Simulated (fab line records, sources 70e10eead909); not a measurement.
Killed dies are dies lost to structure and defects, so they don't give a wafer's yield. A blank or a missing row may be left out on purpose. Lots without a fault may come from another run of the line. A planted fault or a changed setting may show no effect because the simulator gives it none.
Which tool did it? | flow nand_harc | 6 lots, 18 wafers sampled, at 5 steps of a route of 1302

WHAT THE GAUGES READ, wafer by wafer
NHARC_END_SORT_01.
lot  | measured     | on        | killed_at_array
L928 | day 29 22:45 | prober-01 | 46 51 38
L933 | day 32 01:05 | prober-01 | 50 61 50

WHICH TOOL RAN EACH LOT (tool, then ch and the chambers of the sampled wafers, then the start)
lot  | NHARC_P_GATE_RTA_82              | NHARC_P_CONTACT_ETCH_35            | NHARC_P_CONTACT_STRIP_28           | NHARC_P_CONTACT_DEGAS_38
L920 | rtp_anneal-01 ch 0, day 8 17:36  | rie_diel-01 ch 1,3, day 8 19:32    | rie_diel-01 ch 0,1, day 8 20:23    | pvd_sputter-02, day 8 21:02
L922 | rtp_anneal-02 ch 0, day 9 17:34  | rie_diel-13 ch 1,3, day 9 19:40    | rie_diel-07 ch 0,1,2, day 9 20:42  | pvd_sputter-01, day 9 21:19
L928 | rtp_anneal-02 ch 0, day 11 20:03 | rie_diel-13 ch 0,2, day 11 22:08   | rie_diel-07 ch 1,3, day 11 23:00   | pvd_sputter-02, day 11 23:38
L931 | rtp_anneal-02 ch 0, day 13 10:14 | rie_diel-01 ch 0,1,3, day 13 12:19 | rie_diel-13 ch 0,2,3, day 13 13:11 | pvd_sputter-02, day 13 13:50
L933 | rtp_anneal-01 ch 0, day 14 04:43 | rie_diel-13 ch 1,3, day 14 06:53   | rie_diel-07 ch 0,1,3, day 14 07:47 | pvd_sputter-02, day 14 08:23
L936 | rtp_anneal-02 ch 0, day 15 07:33 | rie_diel-01 ch 1,2,3, day 15 09:37 | rie_diel-01 ch 1,2,3, day 15 10:28 | pvd_sputter-02, day 15 11:07
- NHARC_P_GATE_RTA_82: time 30 s.
- NHARC_P_CONTACT_ETCH_35: etches the open film in CF4, target depth 39 nm, time 65 s.
- NHARC_P_CONTACT_STRIP_28: strips in O2.
- NHARC_P_CONTACT_DEGAS_38: time 60 s.

THE ANSWER, worked out from the rows above alone
Rule: what is usual is taken from the lots themselves. Put in order of their means at a reading, lots are off if they are a third of the lots or fewer, leave a main group of 4 or more, and stand apart from it by a gap of 3 or more times the standard deviation of the main group's means; of several such gaps the widest counts. A main group whose means are all the same, to the digits that the tables above print for the reading, isn't used. A lot without any number at a reading at which 4 lots or more have one is off too. The other lots that the step has rows for count as sound.
No lot is off at any reading shown: from this, nothing can be told.

WHAT THE SIMULATOR HAD PUT IN
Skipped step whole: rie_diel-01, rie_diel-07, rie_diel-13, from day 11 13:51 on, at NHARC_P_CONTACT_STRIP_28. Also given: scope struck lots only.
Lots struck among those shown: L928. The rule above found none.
